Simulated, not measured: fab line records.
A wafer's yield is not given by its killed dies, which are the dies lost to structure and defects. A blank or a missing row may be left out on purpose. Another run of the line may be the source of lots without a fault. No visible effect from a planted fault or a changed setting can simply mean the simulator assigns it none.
Matching of chambers -- flow n5 finfet -- 3 sister chambers for N5_BEOL_M7_CURE_74 on uv cure-02
The step cures SiCOH lowk, time 240 s. 14 wafers are shown with their chamber, then 7 later ones without.

== WAFERS WITH THEIR CHAMBER ==
wafer,chamber,wafer_temp_C_max,lamp power pct (%)
L078.1,1,387.3,52.33
L078.5,1,387.7,52.26
L078.6,1,387.4,52.26
L080.2,2,388.7,52.27
L080.3,2,387.2,52.32
L080.6,2,388.7,52.28
L081.1,2,388.7,52.31
L081.3,2,387.9,52.24
L081.6,2,388.2,52.32
L083.3,2,388.0,52.38
L083.4,2,388.0,52.30
L083.6,2,388.9,52.34
L087.1,0,386.9,52.41
L087.3,0,387.1,52.32

SIGNATURES, as means of the wafers listed above
reading,chamber 0,chamber 1,chamber 2,scatter within a chamber
wafer_temp_C_max,387.000,387.467,388.256,0.476
lamp power pct,52.3650,52.2833,52.3067,0.0434
Rule: for a wafer and a chamber, the distance is found by dividing, reading by reading, the gap between the wafer's reading and the chamber's mean by the reading's scatter, squaring, summing and taking the root. If the next closest chamber is less than 2 further off than the closest, the wafer can't be placed; otherwise it belongs to the closest. The scatter: the root of (the sum of the squares of (reading less its chamber's mean) over the shown wafers, divided by (wafers less chambers)).

== WAFERS WITH NO CHAMBER GIVEN ==
wafer,wafer_temp_C_max,lamp power pct (%)
L087.5,387.4,52.34
L093.1,387.5,52.27
L093.4,387.1,52.42
L093.5,386.9,52.30
L096.1,387.0,52.31
L096.5,387.2,52.38
L096.6,387.7,52.36

== THE CHAMBER EACH PASSED THROUGH ==
wafer,from the rows above,in truth
L087.5,can't be placed: 0 or 1 or 2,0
L093.1,can't be placed: 1 or 2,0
L093.4,can't be placed: 0 or 1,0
L093.5,can't be placed: 1 or 0 or 2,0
L096.1,can't be placed: 1 or 0 or 2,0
L096.5,can't be placed: 0 or 1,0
L096.6,can't be placed: 0 or 2 or 1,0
Placed correctly: 0 of 7. From these rows, 7 cannot be placed; in 6 the true chamber is one of the candidates. Placed wrongly: 0.
